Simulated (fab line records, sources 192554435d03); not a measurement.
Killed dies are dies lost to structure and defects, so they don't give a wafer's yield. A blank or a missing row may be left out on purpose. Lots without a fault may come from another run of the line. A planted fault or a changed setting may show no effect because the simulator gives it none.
Split-lot experiment | flow n5_finfet | 7 lots, 39 wafers read, on a route of 1938 steps

THE SPLIT
At N5_BEOL_M0_SAQP_ILD_DEP_01 (deposits SiOC from DEMS/O2, target thk 45.419 nm, time 8.7 s), the setting time_s was moved away from the recipe's 8.7 s on 9 of the 39 wafers read, by -47.2% to +16.7%. The other wafers ran this setting at the recipe's value.

The reading is taken at the split's own step.

THE READING
SiOC_of_BEOL_M0_SAQP_ILD_DEP_01.thk_nm (the simulator's own value, which no gauge read), in nm, at N5_BEOL_M0_SAQP_ILD_DEP_01 (deposits SiOC from DEMS/O2, target thk 45.419 nm, time 8.7 s). The file gives no usual value for it. The 30 wafers here that ran the recipe average 45.2 nm, standard deviation 0.4 nm.

wafer  | tool, chamber at the split | time_s as run, s | against the recipe | SiOC_of_BEOL_M0_SAQP_ILD_DEP_01.thk_nm, nm | against lot-mates on the recipe
L078.1 | pecvd-01, 1                | 4.595            | -47.2%             | 23.8                                       | -21.7
L078.2 | pecvd-01, 2                | 8.7              | recipe             | 45.2                                       | -
L078.3 | pecvd-01, 0                | 8.7              | recipe             | 45.4                                       | -
L078.4 | pecvd-01, 0                | 4.595            | -47.2%             | 24.8                                       | -20.7
L078.5 | pecvd-01, 1                | 4.595            | -47.2%             | 24.4                                       | -21.1
L078.6 | pecvd-01, 2                | 8.7              | recipe             | 46                                         | -
L082.1 | pecvd-01, 1                | 8.7              | recipe             | 45.2                                       | -
L082.2 | pecvd-01, 2                | 10.15            | +16.7%             | 53                                         | +7.8
L082.3 | pecvd-01, 0                | 8.7              | recipe             | 44.8                                       | -
L082.4 | pecvd-01, 2                | 10.15            | +16.7%             | 53.4                                       | +8.2
L082.5 | pecvd-01, 1                | 8.7              | recipe             | 45.6                                       | -
L082.6 | pecvd-01, 0                | 10.15            | +16.7%             | 53.2                                       | +8.0
L083.1 | pecvd-03, 2                | 6.139            | -29.4%             | 31.6                                       | -13.3
L083.2 | pecvd-03, 1                | 8.7              | recipe             | 45                                         | -
L083.3 | pecvd-03, 0                | 8.7              | recipe             | 44.4                                       | -
L083.4 | pecvd-03, 0                | 8.7              | recipe             | 45.2                                       | -
L083.5 | pecvd-03, 2                | 6.139            | -29.4%             | 31.8                                       | -13.1
L083.6 | pecvd-03, 1                | 6.139            | -29.4%             | 32.2                                       | -12.7
L084.1 | pecvd-02, 2                | 8.7              | recipe             | 45.6                                       | -
L084.2 | pecvd-02, 1,0              | 8.7              | recipe             | 44.8                                       | -
L084.3 | pecvd-02, 1,0              | 8.7              | recipe             | 44.8                                       | -
L084.4 | pecvd-02, 0                | 8.7              | recipe             | 45.4                                       | -
L084.5 | pecvd-02, 1                | 8.7              | recipe             | 45.2                                       | -
L084.6 | pecvd-02, 2                | 8.7              | recipe             | 45.8                                       | -
L087.1 | pecvd-03, 1,2              | 8.7              | recipe             | 45.4                                       | -
L087.4 | pecvd-03, 1,2              | 8.7              | recipe             | 45.4                                       | -
L087.2 | pecvd-03, 2                | 8.7              | recipe             | 44.8                                       | -
L087.3 | pecvd-03, 0                | 8.7              | recipe             | 45                                         | -
L087.6 | pecvd-03, 0                | 8.7              | recipe             | 45                                         | -
L087.5 | pecvd-03, 1                | 8.7              | recipe             | 45.8                                       | -
L094.1 | pecvd-01, 0                | 8.7              | recipe             | 45.2                                       | -
L094.2 | pecvd-01, 2                | 8.7              | recipe             | 45                                         | -
L094.3 | pecvd-01, 1                | 8.7              | recipe             | 45.4                                       | -
L097.1 | pecvd-01, 0                | 8.7              | recipe             | 45.2                                       | -
L097.2 | pecvd-01, 1,2              | 8.7              | recipe             | 44.4                                       | -
L097.3 | pecvd-01, 1,2              | 8.7              | recipe             | 44.4                                       | -
L097.4 | pecvd-01, 2                | 8.7              | recipe             | 45.4                                       | -
L097.5 | pecvd-01, 1                | 8.7              | recipe             | 45                                         | -
L097.6 | pecvd-01, 0                | 8.7              | recipe             | 45.6                                       | -
Where a row lists several chambers, the file gives one row for several wafers and doesn't say which wafer went through which chamber.

THE FIT
A straight line over all 39 wafers: SiOC_of_BEOL_M0_SAQP_ILD_DEP_01.thk_nm changes by +0.449 nm for each +1% of time_s; r = +1.00; the points scatter about the line by 0.43 nm.
The same after taking each lot's own level away (the mean of its wafers on the recipe; 39 wafers): +0.451 nm for each +1%; r = +1.00; scatter 0.38 nm.
On that fit, the largest move of time_s shifts the reading by 21 nm.
The lots' own levels span 44.87 to 45.53 nm, that is 1.7 times the standard deviation above.
So the lot-to-lot level changes the slope little: the two slopes agree.
Check: with one of the wafers moved furthest among these (-47.2%) left out of the fit, the line predicts -21.1 nm for it against its lot-mates. It came out at -21.7 nm against them.

OTHER SPLITS ON THESE WAFERS
These wafers also went through other splits before the reading. Each is held against what the fit with the lots' levels taken away leaves over:
other split on the same wafers         | wafers away from the commonest value | r with SiOC_of_BEOL_M0_SAQP_ILD_DEP_01.thk_nm (lot level and that fit taken away)
N5_FIN_SAQP_HM_DEP_72 time_s           | 12                                   | -0.04
N5_SD_EPI_P_ETCHBACK_46 target_depth_a | 15                                   | +0.10

THE FILE'S OWN FIT
SiOC_of_BEOL_M0_SAQP_ILD_DEP_01.thk_nm changes by +0.45 nm for each +1% of time_s, r = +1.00.
